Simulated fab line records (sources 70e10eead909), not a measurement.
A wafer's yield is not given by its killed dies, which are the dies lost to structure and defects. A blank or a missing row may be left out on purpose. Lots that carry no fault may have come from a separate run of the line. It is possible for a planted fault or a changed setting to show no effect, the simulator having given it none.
fab line records    flow nand-harc
record lots=6  wafers=18  last-day=24
route steps=1159 shown A_SLIT@797 A_SIN_REMOVE@804 A_WL_FILL@809 END@1159
lots that met no fault: taken from a fault-free run of the same line
start-h: the number of hours between the record's first day and the start of the first shown wafer of the lot    wait-h: hours elapsed since this lot's preceding step    " same as the row above    L1.1+2: a single row standing in for several wafers    - no value, or no start given    * or withheld: withheld    < > ~ a bound
route shown NAME@n: a module of which the file shows steps, and the number in the route of the first    usual: mean/standard deviation taken from wafers without a fault    same: alike in all rows    chamber/n: place in a boat    sites: each site's reading    _std_site: how widely they spread, as a standard deviation    _edge_site: mean of outer sites minus mean of inner sites    radius-mm: how far each site lies from the wafer's centre    mask NAME#n: copy n    behind: the last tool/chamber to shape the wafer    hold: why the lot was held/for how many hours/how that ended    device: the transistor (n, p or np) that didn't switch    end of line: tests of these same wafers at the route's end    a step with no rows: only its recipe    killed: not the wafer's yield, but the dies lost to structure and defects at the first sort    map: a wafer's dies, x killed, . not, _ none there
set.NAME: setting as actually run; set.NAME@STEP: the setting as run at that earlier step    model.NAME: the simulator's own value behind a step, which no gauge read
lots at some steps of the route; a table a step, a row a wafer
services: a tool's chamber out of use, with start hour (start-h, from the record's first day; less than 0 if before it), hours out, and reason
## steps
# step NHARC_A_SLIT_ETCH_26
# recipe bias-v=400  source-w=2000  pressure-mtorr=25  time-s=90  ar-flow-sccm=375  c4f8-flow-sccm=41.7  o2-flow-sccm=83.3  target-depth-a=4000  chemistry=C4F8/O2/Ar
# step NHARC_A_SLIT_STRIP_28
# recipe o2-flow-sccm=400  cos-flow-sccm=20  ar-flow-sccm=0  bias-w=0  chemistry=O2/COS
# step NHARC_A_SLIT_ETCH_29
# recipe target-depth-a=1000  overetch-a=100  time-s=55  ion-energy-ev=100  cf4-flow-sccm=80  o2-flow-sccm=20  ar-flow-sccm=0  rf-w=300  bias-w=100  chemistry=CF4/O2
# usual drypump-motor-current-A=5.6/0.46  oes_ar_750_au=1.000/0.0047  oes-product-au=1.001/0.01  rf-vpp-V=197.3/1.2  showerhead-plenum-p-Torr=1.31/0.043  throttle-valve-pct=13.398/0.0086
lot.wafer  tool         chamber  start-h  wait-h  drypump-motor-current-A  oes_ar_750_au  oes-product-au  rf-hours-counter-h  rf-vpp-V  showerhead-plenum-p-Torr  throttle-valve-pct
L775.3     rie-diel-03  3        329.96   0.1     5.7                      1.000          0.993           6.5                 196.5     1.30                      13.398
L775.5     "            0        "        "       5.3                      0.997          0.998           -                   199.0     1.35                      13.399
L775.6     "            1        "        "       5.9                      1.007          0.998           -                   197.8     1.25                      13.386
L781.2     rie-diel-03  2        351.70   0.1     5.0                      0.997          1.005           8.8                 194.9     1.25                      13.385
L781.1     "            3        "        "       5.7                      1.000          1.002           8.6                 195.4     1.30                      13.392
L781.5     "            2        "        "       5.0                      0.993          1.004           -                   195.8     1.25                      13.390
L784.1     rie-diel-01  0        363.28   0.1     5.1                      0.995          1.007           3.0                 198.3     1.36                      13.395
L784.2     "            3        "        "       5.5                      1.003          0.999           3.3                 195.9     1.30                      13.413
L784.6     "            1        "        "       5.5                      1.001          0.997           -                   196.3     1.28                      13.398
L794.4     rie-diel-10  2        430.07   0.1     5.9                      0.992          1.004           3.6                 198.4     1.35                      13.389
L794.2     "            3        "        "       6.3                      1.000          0.986           4.4                 197.3     1.33                      13.388
L794.1     "            1        "        "       5.1                      1.004          0.991           4.4                 201.1     1.42                      13.407
L797.1     rie-diel-10  3        452.65   0.1     6.3                      0.996          0.982           5.9                 196.9     1.33                      13.419
L797.2     "            1        "        "       5.1                      0.993          0.999           5.8                 199.5     1.42                      13.400
L797.6     "            3        "        "       6.3                      1.001          0.991           -                   197.6     1.33                      13.395
L795.1     rie-diel-03  3        453.98   0.1     5.7                      0.998          1.014           3.3                 196.8     1.30                      13.388
L795.6     "            3        "        "       5.7                      0.991          1.021           -                   197.3     1.30                      13.399
L795.5     "            0        "        "       5.3                      0.999          0.986           -                   199.0     1.35                      13.396
# step NHARC_A_SLIT_STRIP_18
# recipe o2-flow-sccm=500  ar-flow-sccm=0  bias-w=0  chemistry=O2
# step NHARC_A_SLIT_PRECLEAN_19
# recipe time-s=*  temp-c=50  bath-age-min=0  chemistry=SC1
# step NHARC_A_SLIT_SRD_20
# step NHARC_A_SLIT_CD_MEAS_21
# usual cd-nm=289.6/0.72
lot.wafer  tool       chamber  start-h  wait-h  cd-nm
L775.3     cd-sem-03  -        330.48   -       290.3
L775.5     "          -        "        "       290.3
L775.6     "          -        "        "       290.2
L781.1     cd-sem-03  -        352.22   -       290.4
L781.2     "          -        "        "       289.3
L781.5     "          -        "        "       290.1
L784.1     cd-sem-02  -        363.82   -       289.0
L784.2     "          -        "        "       290.9
L784.6     "          -        "        "       289.2
L794.1     cd-sem-03  -        430.60   -       289.8
L794.2     "          -        "        "       289.2
L794.4     "          -        "        "       290.0
L797.1     cd-sem-03  -        453.19   -       289.9
L797.2     "          -        "        "       288.7
L797.6     "          -        "        "       289.8
L795.1     cd-sem-01  -        454.51   -       288.9
L795.5     "          -        "        "       288.8
L795.6     "          -        "        "       288.7
# step NHARC_A_SIN_REMOVE_WET_00
# recipe temp-c=160  time-s=15300  chemistry=H3PO4
# step NHARC_A_SIN_REMOVE_PRECLEAN_01
# recipe time-s=*  temp-c=50  bath-age-min=0  chemistry=SC1
# step NHARC_A_SIN_REMOVE_SRD_02
# step NHARC_A_SIN_REMOVE_INSPECT_04
# usual raw-defect-count=299/99
lot.wafer  tool               chamber  start-h  wait-h  raw-defect-count
L775.3     defect-inspect-01  -        337.57   0.0     240
L775.5     "                  -        "        "       281
L775.6     "                  -        "        "       397
L781.1     defect-inspect-01  -        359.99   0.0     252
L781.2     "                  -        "        "       248
L781.5     "                  -        "        "       258
L784.1     defect-inspect-01  -        371.48   0.0     231
L784.2     "                  -        "        "       192
L784.6     "                  -        "        "       236
L794.1     defect-inspect-02  -        437.40   0.0     238
L794.2     "                  -        "        "       333
L794.4     "                  -        "        "       338
L797.1     defect-inspect-01  -        460.50   0.0     251
L797.2     "                  -        "        "       270
L797.6     "                  -        "        "       301
L795.1     defect-inspect-02  -        460.54   0.0     222
L795.5     "                  -        "        "       248
L795.6     "                  -        "        "       301
# step NHARC_A_WL_FILL_ALD_00
# recipe target-thk-a=30  pulse-time-s=3  ald-cycles=30  temp-c=300  material=Al2O3
# usual heater-power-w=489/69  precursor-pulse-height-rel=1.001/0.02
lot.wafer  tool       chamber  start-h  wait-h  heater-power-w  precursor-pulse-height-rel
L775.3     ald-hk-03  0        337.66   0.1     514             0.975
L775.6     "          3        "        "       476             0.955
L775.5     "          0        "        "       492             1.012
L781.2     ald-hk-03  2        361.35   1.4     406             0.966
L781.1     "          3        "        "       475             1.008
L781.5     "          1        "        "       566             1.018
L784.1     ald-hk-03  2        371.54   0.1     409             0.996
L784.2     "          0        "        "       496             0.961
L784.6     "          2        "        "       390             1.015
L794.1     ald-hk-03  0        437.46   0.1     509             1.026
L794.2     "          1        "        "       553             0.993
L794.4     "          3        "        "       462             0.969
L797.2     ald-hk-01  0        460.59   0.1     369             0.987
L797.1     "          2        "        "       446             1.002
L797.6     "          3        "        "       582             1.013
L795.1     ald-hk-02  1        460.60   0.1     404             0.979
L795.5     "          1        "        "       401             1.006
L795.6     "          2        "        "       476             1.013
# step NHARC_A_WL_FILL_RTA_01
# recipe temp-c=1000  time-s=5
# step NHARC_A_WL_FILL_ALD_02
# recipe target-thk-a=20  pulse-time-s=3  ald-cycles=100  temp-c=450  material=TiN
# usual heater-power-w=1078/88  precursor-pulse-height-rel=1.001/0.019
lot.wafer  tool          chamber  start-h  wait-h  heater-power-w  precursor-pulse-height-rel
L775.3     ald-metal-01  0        338.22   0.2     940             0.969
L775.6     "             1        "        "       1089            0.999
L775.5     "             2        "        "       1077            0.995
L781.2     ald-metal-02  1        361.80   0.2     1173            1.009
L781.1     "             2        "        "       1112            0.985
L781.5     "             1        "        "       1115            0.992
L784.2     ald-metal-01  2        372.07   0.2     1057            1.018
L784.1     "             0        "        "       938             1.034
L784.6     "             2        "        "       1064            1.021
L794.1     ald-metal-03  3        437.94   0.2     1130            0.985
L794.4     "             0        "        "       1167            1.013
L794.2     "             2        "        "       1113            1.012
L797.2     ald-metal-02  3        461.30   0.3     928             1.027
L797.1     "             1        "        "       1141            1.008
L797.6     "             2        "        "       1048            0.994
L795.1     ald-metal-03  3        461.34   0.3     1090            0.988
L795.5     "             2        "        "       1090            0.980
L795.6     "             3        "        "       1112            0.971
# step NHARC_A_WL_FILL_CVD_03
# recipe target-thk-a=400  temp-c=300  pressure-torr=40  wf6-flow-sccm=40  h2-flow-sccm=1600  ar-flow-sccm=1560  time-s=3302  material=W
# step NHARC_A_WL_FILL_ETCHBACK_04
# recipe target-depth-a=600  time-s=120  chemistry=NF3
# step NHARC_A_WL_FILL_ETCHBACK_05
# recipe target-depth-a=220  time-s=60  temp-c=40  chemistry=Cl2/BCl3
# step NHARC_A_WL_FILL_STRIP_27
# recipe power-w=1500  temp-c=250  time-s=20  chemistry=N2/H2
# step NHARC_A_WL_FILL_STRIP_28
# recipe time-s=1200  temp-c=72.5  chemistry=post-etch-residue-remover
# step NHARC_A_WL_FILL_PRECLEAN_06
# recipe time-s=300  chemistry=DIW
# step NHARC_A_WL_FILL_SRD_07
# step NHARC_A_WL_FILL_ANNEAL_08
# recipe temp-c=450  time-s=1800
# step NHARC_A_WL_FILL_ALD_10
# recipe target-thk-a=500  pulse-time-s=10  ald-cycles=500  temp-c=300  material=SiO2
# step NHARC_A_WL_FILL_ETCHBACK_16
# recipe target-depth-a=880  time-s=17.6  c4f8-flow-sccm=withheld  o2-flow-sccm=8  ar-flow-sccm=withheld  rf-w=600  bias-w=800  chemistry=C4F8/O2/Ar
# usual oes-product-au=0.993/0.017  rf-vpp-V=722/4.2
lot.wafer  tool         chamber  start-h  wait-h  oes-product-au  rf-hours-counter-h  rf-vpp-V
L775.3     rie-diel-08  0        -        -       1.019           3.4                 729
L775.5     "            0        "        "       1.021           -                   729
L775.6     "            1        "        "       1.001           -                   719
L781.2     rie-diel-13  2        -        -       1.016           2.1                 730
L781.1     "            3        "        "       1.006           2.1                 724
L781.5     "            2        "        "       1.016           -                   729
L784.1     rie-diel-08  3        -        -       0.984           5.7                 726
L784.2     "            1        "        "       0.987           5.8                 718
L784.6     "            3        "        "       0.991           -                   724
L794.1     rie-diel-08  3        -        -       0.987           9.6                 724
L794.2     "            2        "        "       0.989           9.6                 717
L794.4     "            1        "        "       0.992           -                   719
L795.1     rie-diel-13  0        -        -       1.001           0.4                 727
L795.5     "            2        "        "       1.008           -                   731
L795.6     "            3        "        "       0.992           -                   724
L797.1     rie-diel-13  1        -        -       0.993           0.4                 720
L797.2     "            2        "        "       1.005           0.4                 730
L797.6     "            0        "        "       0.985           -                   727
# step NHARC_A_WL_FILL_STRIP_29
# recipe time-s=20  o2-flow-sccm=500  ar-flow-sccm=0  bias-w=0  chemistry=O2
# usual drypump-motor-current-A=5.7/0.42  oes-product-au=0.998/0.01  rf-vpp-V=57.7/0.92  showerhead-plenum-p-Torr=3.49/0.14  throttle-valve-pct=17.036/0.0085
lot.wafer  tool         chamber  start-h  wait-h  drypump-motor-current-A  oes-product-au  rf-hours-counter-h  rf-vpp-V  showerhead-plenum-p-Torr  throttle-valve-pct
L775.3     rie-diel-08  2        356.60   0.1     6.2                      0.984           3.5                 55.1      3.32                      17.027
L775.6     "            2        "        "       6.2                      0.990           -                   58.8      3.32                      17.034
L775.5     "            3        "        "       6.4                      0.990           -                   58.8      3.57                      17.042
L781.2     rie-diel-13  0        376.43   0.1     5.9                      0.996           2.1                 57.8      3.63                      17.031
L781.1     "            1        "        "       5.2                      0.982           2.1                 57.4      3.43                      17.033
L781.5     "            3        "        "       5.1                      0.993           -                   57.7      3.55                      17.036
L784.1     rie-diel-08  1        390.92   0.1     5.4                      1.015           5.8                 57.8      3.38                      17.039
L784.2     "            3        "        "       6.4                      0.992           5.7                 57.5      3.57                      17.034
L784.6     "            2        "        "       6.1                      0.998           -                   58.1      3.32                      17.031
L794.2     rie-diel-08  3        455.11   0.1     6.4                      0.989           9.6                 58.9      3.57                      17.021
L794.1     "            2        "        "       6.2                      0.990           9.6                 55.6      3.31                      17.019
L794.4     "            1        "        "       5.4                      0.997           -                   58.3      3.38                      17.034
L795.1     rie-diel-13  0        481.51   0.1     5.9                      0.984           0.4                 58.3      3.63                      17.039
L795.6     "            0        "        "       5.9                      0.984           -                   57.2      3.63                      17.026
L795.5     "            1        "        "       5.3                      0.997           -                   56.0      3.43                      17.032
L797.2     rie-diel-13  2        481.82   0.1     5.3                      1.014           0.4                 57.6      3.76                      17.040
L797.1     "            3        "        "       5.1                      0.988           0.5                 57.3      3.55                      17.053
L797.6     "            0        "        "       5.9                      0.991           -                   57.6      3.63                      17.038
# step NHARC_A_WL_FILL_ETCHBACK_17
# recipe target-depth-a=40  time-s=26.7  chemistry=Cl2/BCl3
# step NHARC_A_WL_FILL_PRECLEAN_18
# recipe time-s=30  chemistry=dHF
# step NHARC_A_WL_FILL_SRD_21
# step NHARC_A_WL_FILL_CVD_23
# recipe target-thk-a=400  temp-c=620  pressure-mtorr=200  time-s=800  material=poly-Si
# step NHARC_A_WL_FILL_ETCHBACK_26
# recipe target-depth-a=520  time-s=13.3  hbr-flow-sccm=150  rf-w=350  icp-w=350  bias-w=60  chemistry=HBr
# step NHARC_A_WL_FILL_PRECLEAN_30
# recipe time-s=10  chemistry=dHF
# step NHARC_A_WL_FILL_SRD_14
# step NHARC_A_WL_FILL_ALD_19
# recipe target-thk-a=20  pulse-time-s=3  ald-cycles=100  temp-c=450  material=TiN
# usual heater-power-w=1085/81  precursor-pulse-height-rel=1.001/0.019
lot.wafer  tool          chamber  start-h  wait-h  heater-power-w  precursor-pulse-height-rel
L775.3     ald-metal-03  0        362.38   0.1     1208            0.998
L775.5     "             2        "        "       1077            1.006
L775.6     "             3        "        "       1124            0.985
L781.1     ald-metal-02  3        382.17   0.1     911             1.016
L781.2     "             2        "        "       1046            0.990
L781.5     "             3        "        "       894             0.994
L784.2     ald-metal-01  1        396.53   0.1     1077            0.998
L784.1     "             2        "        "       1062            1.027
L784.6     "             3        "        "       1043            1.000
L794.2     ald-metal-03  2        460.86   0.1     1099            0.996
L794.4     "             3        "        "       1121            0.978
L794.1     "             1        "        "       1107            0.956
L795.1     ald-metal-01  2        487.24   0.1     1083            1.008
L795.5     "             2        "        "       1072            1.002
L795.6     "             3        "        "       1004            1.023
L797.1     ald-metal-02  0        487.28   0.1     1134            0.992
L797.2     "             1        "        "       1145            0.982
L797.6     "             2        "        "       1065            0.993
# step NHARC_A_WL_FILL_CVD_20
# recipe target-thk-a=750  temp-c=300  pressure-torr=40  wf6-flow-sccm=40  h2-flow-sccm=1600  ar-flow-sccm=1560  time-s=5064  material=W
# step NHARC_A_WL_FILL_CMP_12
# recipe t-overpolish-s=30  target-thk-nm=75
# step NHARC_A_WL_FILL_SRD_31
# step NHARC_END_SORT_01
# recipe temp-c=25
# usual killed-at-array=26/11  killed-at-other=0.6/1  killed-at-periphery=3.1/2.1  killed-dies=30/11  killed-open=3.4/1.8  killed-short=2.1/1.5
# same gross-dies=677
lot.wafer  tool       chamber  start-h  wait-h  killed-at-array  killed-at-other  killed-at-periphery  killed-dies  killed-open  killed-short
L775.3     prober-01  0        459.01   3.1     17               0                1                    18           0            0
L775.5     prober-01  0        460.59   3.7     27               0                1                    28           1            2
L775.6     prober-01  0        461.39   4.0     25               1                0                    26           1            3
L784.1     prober-01  0        486.65   2.5     110              1                1                    112          2            2
L784.2     prober-01  0        487.46   2.8     65               2                4                    71           4            2
L784.6     prober-01  0        490.70   4.0     114              2                3                    119          2            1
L781.1     prober-01  0        494.53   2.5     81               1                2                    84           4            2
L781.2     prober-01  0        495.32   2.8     116              1                4                    121          1            3
L781.5     prober-01  0        497.71   3.7     131              0                2                    133          2            1
L794.1     prober-01  0        548.44   2.5     53               0                8                    61           2            0
L794.2     prober-01  0        549.24   2.8     43               1                3                    47           1            2
L794.4     prober-01  0        550.83   3.4     45               0                10                   55           7            0
# killed by level:class
L775.3 A_CHANNEL_HOLE_D1:chamber-film-flake=10 A_CONTACT:chamber-film-flake=4 A_WL_FILL:chamber-film-flake=2 P_M1:chamber-film-flake=1 A_STAIRCASE:chamber-film-flake=1
L775.5 A_CHANNEL_HOLE_D1:chamber-film-flake=12 A_STAIRCASE:chamber-film-flake=5 A_SLIT:chamber-film-flake=5 A_CONTACT:chamber-film-flake=2 P_GATE:geometric-particle:short=1 A_WL_FILL:geometric-particle:short=1 A_CONTACT:geometric-particle:open=1 A_WL_FILL:chamber-film-flake=1
L775.6 A_CHANNEL_HOLE_D1:chamber-film-flake=12 A_WL_FILL:chamber-film-flake=5 A_CONTACT:chamber-film-flake=3 A_CONTACT:geometric-particle:short=2 A_ONON_D1:geometric-particle:short=1 A_BLC:geometric-particle:open=1 A_SLIT:chamber-film-flake=1 THIN_TSV:chamber-film-flake=1
L784.1 A_WL_FILL:unspecified=93 A_CHANNEL_HOLE_D1:chamber-film-flake=12 P_M1:geometric-particle:open=1 A_ONON_D1:geometric-particle:short=1 A_CHANNEL_FILL_D1:geometric-particle:short=1 A_CONTACT:geometric-particle:open=1 A_WL_FILL:chamber-film-flake=1 A_CONTACT:chamber-film-flake=1
L784.2 A_WL_FILL:unspecified=52 A_CHANNEL_HOLE_D1:chamber-film-flake=9 THIN_TSV:chamber-film-flake=2 P_CONTACT:geometric-particle:short=1 P_CONTACT:geometric-particle:open=1 P_M0:geometric-particle:open=1 A_SOURCE_PLATE:geometric-particle:short=1 A_CONTACT:geometric-particle:open=1
L784.6 A_WL_FILL:unspecified=91 A_CHANNEL_HOLE_D1:chamber-film-flake=19 A_CONTACT:chamber-film-flake=2 THIN_TSV:chamber-film-flake=2 P_M0:geometric-particle:open=1 A_CHANNEL_FILL_D1:geometric-particle:short=1 A_WL_FILL:geometric-particle:open=1 P_ZERO_WELL:chamber-film-flake=1
L781.1 A_WL_FILL:unspecified=55 A_CHANNEL_HOLE_D1:chamber-film-flake=12 A_SGD_CUT:chamber-film-flake=4 A_CONTACT:chamber-film-flake=4 A_ONON_D1:geometric-particle:short=2 P_BONDPAD:chamber-film-flake=2 A_ONON_D1:geometric-particle:open=1 A_CHANNEL_HOLE_D1:geometric-particle:open=1
L781.2 A_WL_FILL:unspecified=94 A_CHANNEL_HOLE_D1:chamber-film-flake=13 A_SGD_CUT:chamber-film-flake=3 A_CONTACT:chamber-film-flake=3 P_BONDPAD:chamber-film-flake=2 P_GATE:geometric-particle:short=1 A_WL_FILL:geometric-particle:short=1 A_CONTACT:geometric-particle:open=1
L781.5 A_WL_FILL:unspecified=105 A_CHANNEL_HOLE_D1:chamber-film-flake=14 A_SGD_CUT:chamber-film-flake=7 A_M1:geometric-particle:open=2 A_CONTACT:chamber-film-flake=2 P_M0:geometric-particle:short=1 P_BONDPAD:chamber-film-flake=1 A_STAIRCASE:chamber-film-flake=1
L794.1 A_CHANNEL_HOLE_D1:chamber-film-flake=25 A_SLIT:chamber-film-flake=20 P_CONTACT:chamber-film-flake=8 A_CONTACT:chamber-film-flake=4 A_STAIRCASE:chamber-film-flake=2 A_ONON_D1:geometric-particle:open=1 A_CHANNEL_FILL_D1:geometric-particle:open=1
L794.2 A_CHANNEL_HOLE_D1:chamber-film-flake=22 A_SLIT:chamber-film-flake=16 A_CONTACT:chamber-film-flake=3 P_M0:geometric-particle:short=1 A_CHANNEL_FILL_D1:geometric-particle:open=1 STARTING-WAFER:geometric-particle:short=1 P_CONTACT:chamber-film-flake=1 P_BONDPAD:chamber-film-flake=1
L794.4 A_SLIT:chamber-film-flake=19 A_CHANNEL_HOLE_D1:chamber-film-flake=14 A_CONTACT:chamber-film-flake=5 P_CONTACT:chamber-film-flake=3 A_STAIRCASE:chamber-film-flake=3 P_CONTACT:geometric-particle:open=2 P_BONDPAD:chamber-film-flake=2 P_M0:geometric-particle:open=1
# map L781.5 (x killed, . not)
____________.____________
_________......._________
_______..........._______
______.....x.......______
_____..............._____
____.................____
____.................____
___..............x..xx___
___...............x...___
__.....................__
__.......xx............__
_........x.xx.......x..x_
_......xxxxx.xx........._
_.....xxxxxx............_
_....xxxxxxxxxx.....x..._
_.....xxxxxxxx.......xx._
......xxxxxxxx...........
.....xxxxxxxxx.x........x
......xxxxxxxx...........
......xxxxxxxxx..........
.....xxxxxxxxxx..........
_.....xxxxxxxxx........._
_.......xxxxxx.........._
_......xxxxx....x......._
_........xxxx..........._
_..................x...._
__...............x.x.x.__
__...............x.....__
___............x....x.___
___..............xx..x___
____............x.x..____
____.............xxx.____
_____..............x_____
______.............______
_______..........._______
_________......._________
____________.____________
# map L784.6 (x killed, . not)
____________.____________
_________......._________
_______..........._______
______.............______
_____...........x..._____
____.................____
____.................____
___.................x.___
___...................___
__.....................__
__.....x...x.....x.....__
_...............x......._
_......................._
_......................._
_.................x..x.._
_..................xxxx._
..................xxxxxx.
.................xxxxxxx.
................x.xxxxxxx
............x...xxxxxxxxx
...........x...x.xxxxxxxx
_.........xxxx..xxxxxxxx_
_.........xxxx...xxxxxxx_
_........x....x..xxxxxxx_
_...........x....xxxxxxx_
_..........x..x...xxxxxx_
__............x....xxxx__
__........x........xxxx__
___.......x..x.....xxx___
___................x..___
____...........x.....____
____.................____
_____..............._____
______.............______
_______.......x..._______
_________......._________
____________.____________
## services
tool          chamber  start-h  hours  kind
rie-diel-10   1        308.08   15.5   repair
ald-metal-03  -        322.00   10.0   pm
ald-hk-03     -        322.75   10.0   pm
ald-metal-03  2        335.84   25.2   repair
rie-diel-08   -        346.58   0.6    repair
ald-metal-02  1        354.27   4.6    repair
ald-metal-02  0        354.89   6.0    repair
ald-metal-02  -        364.00   10.0   pm
ald-metal-01  3        365.64   11.4   repair
rie-diel-13   -        389.33   7.8    repair
rie-diel-03   -        392.30   9.0    pm
ald-metal-02  0        397.28   4.0    repair
ald-hk-03     -        404.76   2.3    repair
rie-diel-03   3        411.44   4.4    repair
rie-diel-08   2        424.75   5.9    repair
rie-diel-13   3        427.80   3.1    repair
rie-diel-08   0        431.36   5.8    repair
ald-metal-01  -        436.98   1.3    repair
rie-diel-13   -        453.00   9.0    pm
rie-diel-08   0        453.09   8.0    repair
ald-metal-01  -        458.00   10.0   pm
rie-diel-08   -        478.81   9.0    pm
rie-diel-03   1        485.50   7.4    repair
ald-metal-01  0        486.20   4.4    repair
## key
first-sign step=NHARC_END_SORT_01  reading=killed-dies  direction=up  sigmas=7  usual=30  struck=107
effect step=NHARC_END_SORT_01  reading=killed-at-array  direction=up  sigmas=6.9  usual=26  struck=103
more-kills-born-at NHARC_A_WL_FILL_ALD_00@ald-hk-03=490
met-at NHARC_A_WL_FILL_ALD_00
struck-wafers L781.1,L781.2,L781.5,L784.1,L784.2,L784.6
tester-left-out L781,L784
onset-between 337.66 361.35
fault kind=chamber-particle-source  tool=ald-hk-03  chamber=-  onset-h=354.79  steps=NHARC_A_WL_FILL_ALD_00  rate-per-visit-cm2=1.7536  end-h=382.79
# tester-left-out: of these lots the tester's yield and bins aren't shown, on N5 and GAA mostly nor the transistor test; their killed dies are dies lost to structure and defects alone, not to doping, threshold or leakage, so they don't give the yield
